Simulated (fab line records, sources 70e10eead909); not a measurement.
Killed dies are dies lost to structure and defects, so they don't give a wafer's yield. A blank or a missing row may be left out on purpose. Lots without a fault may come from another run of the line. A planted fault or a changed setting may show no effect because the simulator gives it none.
Which tool did it? | flow nand_harc | 24 lots, 72 wafers sampled, at 3 steps of a route of 1302

WHAT THE GAUGES READ, wafer by wafer
NHARC_A_CHANNEL_HOLE_D2_CD_MEAS_31.
lot  | measured     | on        | cd_nm (nm)
L075 | day 13 08:41 | cd_sem-03 | 87.3 88.7 89.2
L074 | day 13 11:07 | cd_sem-02 | 92.0 91.6 91.4
L076 | day 13 23:05 | cd_sem-01 | 90.2 91.7 93.2
L077 | day 15 02:14 | cd_sem-03 | 91.6 89.0 89.6
L078 | day 15 11:22 | cd_sem-03 | 90.5 89.4 91.2
L079 | day 15 19:51 | cd_sem-03 | 89.2 90.2 92.8
L080 | day 15 19:18 | cd_sem-01 | 87.0 86.8 90.0
L081 | day 17 07:43 | cd_sem-02 | 87.9 91.7 90.6
L082 | day 16 18:38 | cd_sem-02 | 89.3 93.0 90.8
L083 | day 17 10:28 | cd_sem-02 | 89.6 92.2 91.3
L085 | day 18 04:03 | cd_sem-03 | 92.8 92.0 92.3
L084 | day 18 04:42 | cd_sem-01 | 90.0 88.0 89.7
L087 | day 18 14:13 | cd_sem-01 | 90.4 89.9 91.2
L086 | day 18 15:07 | cd_sem-02 | 90.2 89.5 91.8
L088 | day 19 14:31 | cd_sem-03 | 92.3 89.0 89.7
L089 | day 19 14:56 | cd_sem-02 | 91.1 89.4 90.6
L090 | day 20 09:37 | cd_sem-03 | 86.6 91.6 87.5
L091 | day 20 11:13 | cd_sem-02 | 89.5 87.3 91.1
L092 | day 20 17:38 | cd_sem-03 | 91.0 88.9 88.2
L093 | day 21 05:07 | cd_sem-01 | 90.0 88.4 88.2
L094 | day 21 22:33 | cd_sem-03 | 88.6 93.8 90.3
L095 | day 22 16:31 | cd_sem-02 | 88.2 88.3 92.0
L096 | day 22 19:16 | cd_sem-03 | 89.9 93.4 92.5
L097 | day 22 20:41 | cd_sem-01 | 89.3 90.4 86.9

WHICH TOOL RAN EACH LOT (tool, then ch and the chambers of the sampled wafers, then the start)
lot  | NHARC_A_CHANNEL_HOLE_D2_DESCUM_15  | NHARC_A_CHANNEL_HOLE_D2_ETCH_20
L075 | rie_diel-09 ch 0,2,3, day 13 00:17 | har_etch-01 ch 0,1, day 13 03:20
L074 | rie_diel-10 ch 0,1,2, day 13 01:16 | har_etch-02 ch 0,1, day 13 05:37
L076 | rie_diel-10 ch 0,1,2, day 13 16:03 | har_etch-02 ch 0,1, day 13 17:41
L077 | rie_diel-12 ch 0,1, day 14 14:46   | har_etch-02 ch 0, day 14 16:46
L078 | rie_diel-09 ch 0,2,3, day 15 02:40 | har_etch-01 ch 1, day 15 05:56
L079 | rie_diel-09 ch 0,2, day 15 07:49   | har_etch-01 ch 0, day 15 14:18
L080 | rie_diel-10 ch 1,2, day 15 07:58   | har_etch-02 ch 0,1, day 15 13:50
L081 | rie_diel-10 ch 1,3, day 16 11:09   | har_etch-02 ch 0,1, day 16 12:31
L082 | rie_diel-09 ch 0,2,3, day 16 11:34 | har_etch-01 ch 0, day 16 13:07
L083 | rie_diel-12 ch 2,3, day 17 01:24   | har_etch-01 ch 0,1, day 17 04:54
L085 | rie_diel-09 ch 0,1, day 17 15:58   | har_etch-01 ch 0, day 17 22:39
L084 | rie_diel-12 ch 1,2,3, day 17 16:08 | har_etch-02 ch 0,1, day 17 23:22
L087 | rie_diel-09 ch 0,2,3, day 18 07:31 | har_etch-01 ch 0,1, day 18 08:48
L086 | rie_diel-10 ch 0,2,3, day 18 08:26 | har_etch-02 ch 0, day 18 09:44
L088 | rie_diel-12 ch 0,2,3, day 19 05:05 | har_etch-01 ch 0,1, day 19 09:07
L089 | rie_diel-10 ch 1,2,3, day 19 05:50 | har_etch-02 ch 0, day 19 09:30
L090 | rie_diel-10 ch 0,1, day 20 01:14   | har_etch-01 ch 0,1, day 20 04:10
L091 | rie_diel-12 ch 1,3, day 20 02:24   | har_etch-02 ch 0,1, day 20 05:49
L092 | rie_diel-09 ch 0,1,2, day 20 10:25 | har_etch-01 ch 0,1, day 20 12:12
L093 | rie_diel-09 ch 1,2,3, day 20 21:05 | har_etch-02 ch 0,1, day 20 23:42
L094 | rie_diel-10 ch 0,1, day 21 15:34   | har_etch-02 ch 0, day 21 17:07
L095 | rie_diel-10 ch 2,3, day 22 06:27   | har_etch-01 ch 0,1, day 22 11:13
L096 | rie_diel-10 ch 1,2,3, day 22 12:33 | har_etch-02 ch 0,1, day 22 13:50
L097 | rie_diel-09 ch 0,2,3, day 22 13:00 | har_etch-01 ch 0,1, day 22 15:16
- NHARC_A_CHANNEL_HOLE_D2_DESCUM_15: chemistry O2, time 3 s.
- NHARC_A_CHANNEL_HOLE_D2_ETCH_20: etches the open film in C4F8/O2/Ar, time 361.9 s, target depth 1600 nm.

WHAT THE TOOLS THEMSELVES READ (means of the sampled wafers that have a number; where no wafer has one, the mark that the record gives instead)
NHARC_A_CHANNEL_HOLE_D2_DESCUM_15.
lot  | tool        | drypump_motor_current_A (A) | oes_product_au (a.u.) | rf_vpp_V (V) | showerhead_plenum_p_Torr (Torr) | throttle_valve_pct (%)
L075 | rie_diel-09 | 5.6                         | 1.008                 | 57.7         | 1.91                            | 11.314
L074 | rie_diel-10 | 6.3                         | 0.995                 | 58.1         | 1.92                            | 11.318
L076 | rie_diel-10 | 6.3                         | 1.001                 | 57.4         | 1.92                            | 11.307
L077 | rie_diel-12 | 5.6                         | 0.993                 | 58.3         | 1.83                            | 11.305
L078 | rie_diel-09 | 5.6                         | 1.012                 | 58.4         | 1.91                            | 11.307
L079 | rie_diel-09 | 5.7                         | 1.014                 | 57.5         | 1.88                            | 11.313
L080 | rie_diel-10 | 6.1                         | 1.001                 | 56.5         | 1.87                            | 11.314
L081 | rie_diel-10 | 6.0                         | 0.993                 | 57.2         | 1.89                            | 11.311
L082 | rie_diel-09 | 5.6                         | 1.008                 | 58.3         | 1.91                            | 11.317
L083 | rie_diel-12 | 5.5                         | 0.991                 | 58.6         | 1.99                            | 11.319
L085 | rie_diel-09 | 5.5                         | 1.018                 | 57.9         | 1.87                            | 11.306
L084 | rie_diel-12 | 5.4                         | 0.994                 | 58.4         | 1.93                            | 11.317
L087 | rie_diel-09 | 5.6                         | 1.013                 | 57.5         | 1.91                            | 11.306
L086 | rie_diel-10 | 6.4                         | 0.997                 | 57.6         | 1.93                            | 11.302
L088 | rie_diel-12 | 6.0                         | 0.995                 | 57.5         | 1.94                            | 11.309
L089 | rie_diel-10 | 6.2                         | 0.993                 | 57.2         | 1.89                            | 11.307
L090 | rie_diel-10 | 6.2                         | 1.003                 | 57.7         | 1.96                            | 11.311
L091 | rie_diel-12 | 5.1                         | 0.995                 | 56.9         | 1.88                            | 11.303
L092 | rie_diel-09 | 5.6                         | 1.030                 | 58.1         | 1.89                            | 11.305
L093 | rie_diel-09 | 5.6                         | 1.019                 | 58.1         | 1.94                            | 11.317
L094 | rie_diel-10 | 6.1                         | 0.999                 | 58.0         | 1.91                            | 11.305
L095 | rie_diel-10 | 6.3                         | 1.000                 | 57.3         | 1.90                            | 11.312
L096 | rie_diel-10 | 6.2                         | 1.001                 | 57.9         | 1.89                            | 11.306
L097 | rie_diel-09 | 5.6                         | 0.999                 | 57.2         | 1.91                            | 11.324

NHARC_A_CHANNEL_HOLE_D2_ETCH_20.
lot  | tool        | drypump_motor_current_A (A) | showerhead_plenum_p_Torr (Torr) | throttle_valve_pct (%)
L075 | har_etch-01 | 5.7                         | 3.71                            | 32.153
L074 | har_etch-02 | 5.2                         | 3.58                            | 32.150
L076 | har_etch-02 | 5.5                         | 3.65                            | 32.150
L077 | har_etch-02 | 5.8                         | 3.72                            | 32.161
L078 | har_etch-01 | 5.8                         | 3.69                            | 32.156
L079 | har_etch-01 | 5.5                         | 3.68                            | 32.160
L080 | har_etch-02 | 5.5                         | 3.63                            | 32.155
L081 | har_etch-02 | 5.5                         | 3.63                            | 32.159
L082 | har_etch-01 | 5.5                         | 3.68                            | 32.150
L083 | har_etch-01 | 5.6                         | 3.67                            | 32.156
L085 | har_etch-01 | 5.5                         | 3.66                            | 32.160
L084 | har_etch-02 | 5.5                         | 3.78                            | 32.165
L087 | har_etch-01 | 5.6                         | 3.66                            | 32.159
L086 | har_etch-02 | 5.8                         | 3.70                            | 32.147
L088 | har_etch-01 | 5.6                         | 3.65                            | 32.154
L089 | har_etch-02 | 5.8                         | 3.69                            | 32.147
L090 | har_etch-01 | 5.5                         | 3.64                            | 32.158
L091 | har_etch-02 | 5.5                         | 3.76                            | 32.161
L092 | har_etch-01 | 5.7                         | 3.64                            | 32.143
L093 | har_etch-02 | 5.5                         | 3.75                            | 32.166
L094 | har_etch-02 | 5.8                         | 3.67                            | 32.151
L095 | har_etch-01 | 5.6                         | 3.63                            | 32.155
L096 | har_etch-02 | 5.2                         | 3.82                            | 32.158
L097 | har_etch-01 | 5.6                         | 3.62                            | 32.155

THE ANSWER, worked out from the rows above alone
Rule: what is usual is taken from the lots themselves. Put in order of their means at a reading, lots are off if they are a third of the lots or fewer, leave a main group of 4 or more, and stand apart from it by a gap of 3 or more times the standard deviation of the main group's means; of several such gaps the widest counts. A main group whose means are all the same, to the digits that the tables above print for the reading, isn't used. A lot without any number at a reading at which 4 lots or more have one is off too. The other lots that the step has rows for count as sound. The gauges are gone through in route order, then the tools' own readings, and for those a lot's mean is taken as printed above. The first step at which some lot is off is used, and at that step the reading that is off furthest; a lot without a number counts as furthest.
No lot is off at any reading shown: from this, nothing can be told.

WHAT THE SIMULATOR HAD PUT IN
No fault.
